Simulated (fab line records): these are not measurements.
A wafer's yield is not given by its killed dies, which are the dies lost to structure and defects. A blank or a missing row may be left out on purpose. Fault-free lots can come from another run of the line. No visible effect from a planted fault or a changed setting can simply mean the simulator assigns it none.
fab line records	flow nand_harc
[record] lots = 13	wafers = 39	last_day = 33
route steps=1302 shown P_M1@307 P_M2@325 END@1302
lots that met no fault: from a run of the same line without faults
start_h: start of the lot's first displayed wafer, in hours after the record's first day	wait_h: hours since the lot's step before	" repeats the value in the row above	L1.1+2: one row covering several wafers at once	- value missing, or start not given	* or withheld: withheld	< > ~ a bound
route shown NAME@n: names a module that has steps shown in the file, with the first one's number in the route	usual: mean and standard deviation over wafers with no fault	same: alike in all rows	chamber/n: place in a boat	sites: the reading at each site	_std_site: their standard deviation	_edge_site: mean of outer sites minus mean of inner sites	radius_mm: for every site, how far away it sits from the centre of the wafer	mask NAME#n: copy n	behind: the most recent tool/chamber to have shaped the wafer	hold: why the lot went on hold/how many hours it stayed there/how the hold came to an end	device: which transistor (n, p or np) failed to switch	end of line: tests run on the same wafers once the route is complete	a step without rows: its recipe alone	killed: count of dies lost to structure and defects at first sort (not the wafer's yield)	map: shows each die of a wafer: x if killed, . if not, _ if none is there
set.NAME: setting as actually run; set.NAME@STEP: the setting as run at that earlier step	model.NAME: the simulator's own value behind a step, which no gauge read
a sample of lots followed through the steps of the route, with each step as a table and each wafer as a row
services: a tool's chamber out of use, with start hour (start_h, from the record's first day; less than 0 if before it), hours out, and reason
[[steps]]
[step NHARC_P_M1_PVD_20]
[recipe] target_thk_a = 50	bias_v = 168.6	power_w = 15000	chamber_pressure_pa = 0.12	time_s = 8.06	substrate_temp_c = 50	material = TaN
[usual] cathode_dc_power_W = 15000/2.9	throttle_valve_pct = 29.9/1.4
lot.wafer	tool	chamber	start_h	wait_h	cathode_dc_power_W	throttle_valve_pct
L818.2	pvd_sputter-01	-	-	-	14996	30.9
L818.5	"	-	"	"	14996	30.9
L818.6	"	-	"	"	15001	30.2
L819.4	pvd_sputter-03	-	-	-	15003	27.2
L819.1	"	-	"	"	15004	30.1
L819.5	"	-	"	"	15002	30.7
L821.1	pvd_sputter-02	-	-	-	15008	31.2
L821.3	"	-	"	"	14999	30.0
L821.6	"	-	"	"	15000	26.9
L823.3	pvd_sputter-02	-	-	-	15001	26.9
L823.1	"	-	"	"	14999	29.8
L823.5	"	-	"	"	14999	26.8
L824.3	pvd_sputter-02	-	-	-	14999	27.1
L824.4	"	-	"	"	15003	31.4
L824.5	"	-	"	"	14997	30.1
L825.2	pvd_sputter-01	-	-	-	14996	30.7
L825.3	"	-	"	"	15002	30.0
L825.5	"	-	"	"	15001	30.0
L826.2	pvd_sputter-03	-	-	-	14996	31.0
L826.5	"	-	"	"	14996	31.4
L826.6	"	-	"	"	14998	30.9
L827.2	pvd_sputter-02	-	-	-	14996	31.2
L827.3	"	-	"	"	15000	29.6
L827.5	"	-	"	"	15004	26.9
L832.1	pvd_sputter-02	-	-	-	14998	29.5
L832.3	"	-	"	"	14996	30.2
L832.2	"	-	"	"	15001	27.0
L837.4	pvd_sputter-02	-	-	-	15000	30.8
L837.1	"	-	"	"	14996	31.6
L837.3	"	-	"	"	14998	29.2
L839.3	pvd_sputter-02	-	-	-	15005	27.3
L839.4	"	-	"	"	14999	29.2
L839.5	"	-	"	"	14997	27.8
L840.1	pvd_sputter-03	-	-	-	14998	27.4
L840.4	"	-	"	"	14999	30.7
L840.5	"	-	"	"	15001	27.1
L841.3	pvd_sputter-01	-	-	-	15004	30.7
L841.2	"	-	"	"	15000	30.4
L841.1	"	-	"	"	14999	30.3
[step NHARC_P_M2_EXPOSE_06]
[recipe] na = 1.35	target_cd_nm = 170	dose_mj = 80.78	mask_id = P_M2
lot.wafer	tool	chamber	start_h	wait_h	mask
L818.2+5+6	arfi_scanner-03	0	130.51	-	P_M2#0
L819.1+4+5	arfi_scanner-03	0	140.21	-	P_M2#0
L821.1+3+6	arfi_scanner-03	0	157.66	-	P_M2#0
L823.1+3+5	arfi_scanner-01	0	181.55	-	P_M2#0
L824.3+4+5	arfi_scanner-03	0	182.73	-	P_M2#0
L825.2+3+5	arfi_scanner-01	0	197.30	-	P_M2#0
L826.2+5+6	arfi_scanner-03	0	210.31	-	P_M2#0
L827.2+3+5	arfi_scanner-03	0	215.98	-	P_M2#0
L832.1+2+3	arfi_scanner-03	0	281.38	-	P_M2#0
L837.1+3+4	arfi_scanner-02	0	320.63	-	P_M2#0
L839.3+4+5	arfi_scanner-02	0	334.22	-	P_M2#0
L840.1+4+5	arfi_scanner-01	0	345.37	-	P_M2#0
L841.1+2+3	arfi_scanner-02	0	356.87	-	P_M2#0
[step NHARC_P_M2_CD_MEAS_09]
[recipe] target_cd_nm = 170	landing_energy_ev = 500
[usual] cd_nm = 170.1/0.76
lot.wafer	tool	chamber	start_h	wait_h	cd_nm
L818.2	cd_sem-03	0	130.64	-	170.5
L818.5	"	0	"	"	170.6
L818.6	"	0	"	"	170.2
L819.1	cd_sem-02	0	140.35	-	169.8
L819.4	"	0	"	"	169.8
L819.5	"	0	"	"	170.4
L821.1	cd_sem-02	0	157.79	-	171.1
L821.3	"	0	"	"	170.2
L821.6	"	0	"	"	170.6
L823.1	cd_sem-01	0	181.69	-	170.6
L823.3	"	0	"	"	169.9
L823.5	"	0	"	"	169.6
L824.3	cd_sem-02	0	182.86	-	169.2
L824.4	"	0	"	"	170.3
L824.5	"	0	"	"	169.5
L825.2	cd_sem-03	0	197.44	-	170.4
L825.3	"	0	"	"	170.7
L825.5	"	0	"	"	170.6
L826.2	cd_sem-03	0	210.44	-	171.1
L826.5	"	0	"	"	171.0
L826.6	"	0	"	"	170.1
L827.2	cd_sem-01	0	216.12	-	170.4
L827.3	"	0	"	"	169.8
L827.5	"	0	"	"	170.5
L832.1	cd_sem-01	0	281.52	-	170.3
L832.2	"	0	"	"	172.6
L832.3	"	0	"	"	170.1
L837.1	cd_sem-03	0	320.77	-	170.1
L837.3	"	0	"	"	169.8
L837.4	"	0	"	"	169.7
L839.3	cd_sem-02	0	334.35	-	168.5
L839.4	"	0	"	"	168.5
L839.5	"	0	"	"	168.8
L840.1	cd_sem-03	0	345.51	-	169.0
L840.4	"	0	"	"	169.9
L840.5	"	0	"	"	169.1
L841.1	cd_sem-01	0	357.01	-	170.4
L841.2	"	0	"	"	169.7
L841.3	"	0	"	"	169.0
[step NHARC_P_M2_OVL_MEAS_10]
[recipe] pitch_nm = 340
[usual] overlay_x_nm = -0.2/0.73	overlay_y_nm = 0.2/1
lot.wafer	tool	chamber	start_h	wait_h	overlay_x_nm	overlay_y_nm
L818.2	overlay-02	-	130.73	-	-0.5	-1.1
L818.5	"	-	"	"	-0.4	-1.1
L818.6	"	-	"	"	0.2	-1.1
L819.1	overlay-01	-	140.44	-	0.1	0.0
L819.4	"	-	"	"	0.1	0.6
L819.5	"	-	"	"	-0.2	0.0
L821.1	overlay-01	-	157.88	-	0.8	2.2
L821.3	"	-	"	"	1.0	1.9
L821.6	"	-	"	"	1.1	2.0
L823.1	overlay-01	-	181.78	-	0.6	0.5
L823.3	"	-	"	"	0.6	-0.3
L823.5	"	-	"	"	0.4	-0.2
L824.3	overlay-01	-	182.95	-	0.4	1.5
L824.4	"	-	"	"	0.9	0.8
L824.5	"	-	"	"	0.4	0.9
L825.2	overlay-01	-	197.53	-	0.8	1.2
L825.3	"	-	"	"	0.0	1.2
L825.5	"	-	"	"	0.5	0.6
L826.2	overlay-01	-	210.53	-	-0.2	-1.0
L826.5	"	-	"	"	-0.8	-0.1
L826.6	"	-	"	"	-0.3	-0.6
L827.2	overlay-01	-	216.21	-	-0.4	0.0
L827.3	"	-	"	"	-0.7	0.3
L827.5	"	-	"	"	-0.6	0.4
L832.1	overlay-02	-	281.61	-	-0.9	0.9
L832.2	"	-	"	"	-0.2	1.6
L832.3	"	-	"	"	-0.7	1.5
L837.1	overlay-01	-	320.86	-	0.1	-1.8
L837.3	"	-	"	"	-1.1	-2.1
L837.4	"	-	"	"	-0.7	-1.8
L839.3	overlay-01	-	334.44	-	0.0	0.6
L839.4	"	-	"	"	0.1	0.8
L839.5	"	-	"	"	-0.6	0.7
L840.1	overlay-01	-	345.60	-	0.6	-0.7
L840.4	"	-	"	"	0.5	0.2
L840.5	"	-	"	"	0.3	0.4
L841.1	overlay-01	-	357.10	-	-0.8	-0.9
L841.2	"	-	"	"	-1.1	-0.4
L841.3	"	-	"	"	-1.2	-0.8
[step NHARC_P_M2_DEGAS_29]
[recipe] temp_c = 250	time_s = 60
[usual] heater_power_w = 333/37
lot.wafer	tool	chamber	start_h	wait_h	heater_power_w
L818.2	pvd_sputter-03	-	131.84	-	379
L818.5	"	-	"	"	384
L818.6	"	-	"	"	373
L819.1	pvd_sputter-03	-	141.56	-	384
L819.4	"	-	"	"	374
L819.5	"	-	"	"	309
L821.1	pvd_sputter-02	-	159.08	-	256
L821.3	"	-	"	"	310
L821.6	"	-	"	"	324
L823.3	pvd_sputter-02	-	182.90	-	319
L823.1	"	-	"	"	322
L823.5	"	-	"	"	318
L824.4	pvd_sputter-01	-	184.08	-	315
L824.3	"	-	"	"	373
L824.5	"	-	"	"	297
L825.2	pvd_sputter-02	-	198.71	-	329
L825.3	"	-	"	"	308
L825.5	"	-	"	"	326
L826.2	pvd_sputter-01	-	211.64	-	347
L826.6	"	-	"	"	349
L826.5	"	-	"	"	358
L827.2	pvd_sputter-02	-	217.33	-	313
L827.3	"	-	"	"	314
L827.5	"	-	"	"	265
L832.1	pvd_sputter-03	-	282.73	-	297
L832.3	"	-	"	"	363
L832.2	"	-	"	"	375
L837.1	pvd_sputter-02	-	322.03	-	347
L837.4	"	-	"	"	327
L837.3	"	-	"	"	267
L839.3	pvd_sputter-02	-	335.56	-	310
L839.4	"	-	"	"	348
L839.5	"	-	"	"	308
L840.1	pvd_sputter-01	-	346.72	-	339
L840.4	"	-	"	"	326
L840.5	"	-	"	"	354
L841.2	pvd_sputter-01	-	358.23	-	352
L841.1	"	-	"	"	344
L841.3	"	-	"	"	314
[step NHARC_END_SORT_01]
[recipe] temp_c = 25
[usual] defect_limited_yield = 90.9/2.6	killed_at_array = 57/18	killed_at_other = 0.9/1.3	killed_at_periphery = 3.5/2.2	killed_dies = 62/18	killed_open = 3.0/1.7	killed_short = 2.3/1.5
[same] gross_dies = 677
lot.wafer	tool	chamber	start_h	wait_h	defect_limited_yield[%]	killed_at_array	killed_at_other	killed_at_periphery	killed_dies	killed_open	killed_short
L832.1	prober-02	0	715.17	2.5	93.1	44	0	3	47	1	1
L832.2	prober-02	0	715.97	2.8	93.2	42	1	3	46	0	2
L832.3	prober-02	0	716.78	3.1	92.9	44	2	2	48	5	2
L839.3	prober-01	0	763.38	3.1	88.3	75	1	3	79	2	5
L839.4	prober-01	0	764.17	3.3	89.7	66	1	3	70	4	2
L839.5	prober-01	0	764.95	3.6	91.7	53	1	2	56	3	3
// killed by level:class
L832.1 A_CHANNEL_HOLE_D1:chamber_film_flake=34 A_SGD_CUT:chamber_film_flake=4 P_GATE:chamber_film_flake=2 A_DECK1_JOINT:chamber_film_flake=2 A_SGD_CUT:geometric_particle:open=1 A_M0:geometric_particle:short=1 P_ZERO_WELL:chamber_film_flake=1 A_ZERO_WELL:chamber_film_flake=1
L832.2 A_CHANNEL_HOLE_D1:chamber_film_flake=28 A_SGD_CUT:chamber_film_flake=5 A_DECK1_JOINT:chamber_film_flake=3 A_SLIT:chamber_film_flake=2 A_SOURCE_PLATE:geometric_particle:short=1 A_M1:geometric_particle:short=1 P_ZERO_WELL:chamber_film_flake=1 P_GATE:chamber_film_flake=1
L832.3 A_CHANNEL_HOLE_D1:chamber_film_flake=29 A_DECK1_JOINT:chamber_film_flake=3 A_SGD_CUT:chamber_film_flake=3 A_SLIT:chamber_film_flake=2 THIN_TSV:chamber_film_flake=2 P_CONTACT:geometric_particle:open=1 P_M1:geometric_particle:short=1 A_CHANNEL_FILL_D1:geometric_particle:open=1
L839.3 A_CHANNEL_HOLE_D2:chamber_film_flake=29 A_CHANNEL_HOLE_D1:chamber_film_flake=13 A_STAIRCASE:chamber_film_flake=8 A_CONTACT:chamber_film_flake=6 A_SLIT:chamber_film_flake=5 A_M1:chamber_film_flake=3 A_CHANNEL_FILL_D1:chamber_film_flake=2 A_DECK1_JOINT:chamber_film_flake=2
L839.4 A_CHANNEL_HOLE_D2:chamber_film_flake=21 A_CHANNEL_HOLE_D1:chamber_film_flake=10 A_SLIT:chamber_film_flake=10 A_STAIRCASE:chamber_film_flake=9 A_CONTACT:chamber_film_flake=7 A_CHANNEL_FILL_D1:chamber_film_flake=2 P_M0:geometric_particle:open=1 A_CHANNEL_FILL_D1:geometric_particle:open=1
L839.5 A_CHANNEL_HOLE_D2:chamber_film_flake=23 A_CHANNEL_HOLE_D1:chamber_film_flake=8 A_STAIRCASE:chamber_film_flake=7 A_SLIT:chamber_film_flake=7 A_CONTACT:chamber_film_flake=3 P_M1:geometric_particle:open=1 A_ONON_D2:geometric_particle:short=1 A_CHANNEL_FILL_D2:geometric_particle:short=1
[[services]]
tool	chamber	start_h	hours	kind
pvd_sputter-02	-	104.00	10.0	pm
arfi_scanner-02	-	104.26	1.0	repair
pvd_sputter-02	-	136.79	1.9	repair
pvd_sputter-01	-	147.95	8.1	repair
arfi_scanner-02	-	151.08	18.7	repair
pvd_sputter-03	-	159.65	1.0	repair
pvd_sputter-03	-	170.00	10.0	pm
pvd_sputter-03	-	185.94	14.7	repair
arfi_scanner-03	-	196.00	4.0	pm
pvd_sputter-02	-	199.90	0.6	repair
arfi_scanner-01	-	206.48	0.3	repair
arfi_scanner-02	-	210.47	0.7	repair
pvd_sputter-01	-	226.00	10.0	pm
arfi_scanner-01	-	230.54	1.7	repair
pvd_sputter-01	-	242.89	1.2	repair
arfi_scanner-02	-	244.51	0.7	repair
arfi_scanner-02	-	247.23	4.0	pm
arfi_scanner-01	-	252.00	4.0	pm
arfi_scanner-01	-	272.05	0.4	repair
pvd_sputter-02	-	282.00	10.0	pm
arfi_scanner-02	-	285.71	0.8	repair
arfi_scanner-02	-	321.95	11.5	repair
pvd_sputter-01	-	345.25	0.8	repair
pvd_sputter-03	-	348.00	10.0	pm
[[key]]
[first_sign] step = NHARC_P_M2_CD_MEAS_09	reading = cd_nm	direction = up	sigmas = 3.3	usual = 170.1	struck = 172.6
effect none on later readings
met_at NHARC_P_M2_EXPOSE_06
struck_lots L832
struck_wafers L832.2
not_acting_at NHARC_P_M1_PVD_20,NHARC_P_M2_OVL_MEAS_10,NHARC_P_M2_DEGAS_29
onset_between 215.98 281.38
[fault] kind = process_parameter_drift	tool = arfi_scanner-03	chamber = -	onset_h = 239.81	steps = NHARC_P_M2_EXPOSE_06	channel = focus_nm	offset = 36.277	shape = step	end_h = 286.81	scope = struck_wafers_only
